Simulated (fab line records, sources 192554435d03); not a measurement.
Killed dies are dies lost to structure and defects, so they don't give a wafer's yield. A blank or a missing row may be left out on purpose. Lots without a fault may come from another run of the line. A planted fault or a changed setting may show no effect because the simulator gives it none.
Split-lot experiment | flow n5_finfet | 7 lots, 21 wafers read, on a route of 1938 steps

THE SPLIT
At N5_BEOL_M7_VIA_ETCH_34 (etches SiCOH lowk in C4F6/O2, target depth 125.5 nm, time 50.5 s), the setting source_w was moved away from the recipe's 345 W on 6 of the 21 wafers read, by -6.5% to +17.2%. The other wafers ran this setting at the recipe's value.

The reading is taken at the split's own step.

THE READING
rf_vpp_V, in V, at N5_BEOL_M7_VIA_ETCH_34 (etches SiCOH lowk in C4F6/O2, target depth 125.5 nm, time 50.5 s). Fault-free wafers of this fab line usually give 667 V, standard deviation 9.6 V.

wafer  | tool, chamber at the split | source_w as run, W | against the recipe | rf_vpp_V, V | against lot-mates on the recipe
L078.1 | rie_diel-06, 2             | 322.7              | -6.5%              | 673         | +11
L078.4 | rie_diel-06, 0             | 345                | recipe             | 662         | -
L078.6 | rie_diel-06, 3             | 322.7              | -6.5%              | 678         | +16
L079.2 | rie_diel-05, 3             | 345                | recipe             | 658         | -
L079.3 | rie_diel-05, 2             | 345                | recipe             | 679         | -
L079.5 | rie_diel-05, 2             | 345                | recipe             | 678         | -
L089.2 | rie_diel-01, 2             | 345                | recipe             | 665         | -
L089.4 | rie_diel-01, 1             | 364                | +5.5%              | 652         | -16
L089.5 | rie_diel-01, 1             | 345                | recipe             | 672         | -
L092.2 | rie_diel-05, 1             | 345                | recipe             | 681         | -
L092.3 | rie_diel-05, 2             | 404.2              | +17.2%             | 625         | -56
L092.5 | rie_diel-05, 1             | 404.2              | +17.2%             | 628         | -53
L091.1 | rie_diel-06, 2             | 345                | recipe             | 651         | -
L091.3 | rie_diel-06, 3             | 345                | recipe             | 654         | -
L091.4 | rie_diel-06, 1             | 377.6              | +9.4%              | 628         | -24
L093.3 | rie_diel-05, 0             | 345                | recipe             | 671         | -
L093.5 | rie_diel-05, 0             | 345                | recipe             | 670         | -
L093.6 | rie_diel-05, 2             | 345                | recipe             | 679         | -
L097.2 | rie_diel-01, 2             | 345                | recipe             | 665         | -
L097.3 | rie_diel-01, 0             | 345                | recipe             | 657         | -
L097.4 | rie_diel-01, 1             | 345                | recipe             | 672         | -

THE FIT
A straight line over all 21 wafers: rf_vpp_V changes by -2.42 V for each +1% of source_w; r = -0.85; the points scatter about the line by 9.4 V.
The same after taking each lot's own level away (the mean of its wafers on the recipe; 21 wafers): -2.95 V for each +1%; r = -0.96; scatter 5.5 V.
On that fit, the largest move of source_w shifts the reading by 51 V.
The lots' own levels span 652.5 to 681.0 V, that is 3.0 times the standard deviation above.
So the lot-to-lot level changes the slope: the two fits differ.
Check: with one of the wafers moved furthest among these (+17.2%) left out of the fit, the line predicts -48.7 V for it against its lot-mates. It came out at -56 V against them.
Tool readings at the split's step, against how far the setting was moved: rf_vpp_V r = -0.85.

OTHER SPLITS ON THESE WAFERS
These wafers also went through other splits before the reading. Each is held against what the fit with the lots' levels taken away leaves over:
other split on the same wafers    | wafers away from the commonest value | r with rf_vpp_V (lot level and that fit taken away)
N5_BEOL_M4_EXPOSE_25 dose_mj      | 7                                    | -0.23
N5_BEOL_M7_ILD_DEP_00 time_s      | 4                                    | +0.01
N5_BEOL_M7_HM_DEP_02 target_thk_a | 7                                    | +0.28
N5_BEOL_M7_ETCH_66 time_s         | 8                                    | -0.12

THE FILE'S OWN FIT
rf_vpp_V changes by -2.94 V for each +1% of source_w, r = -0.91.
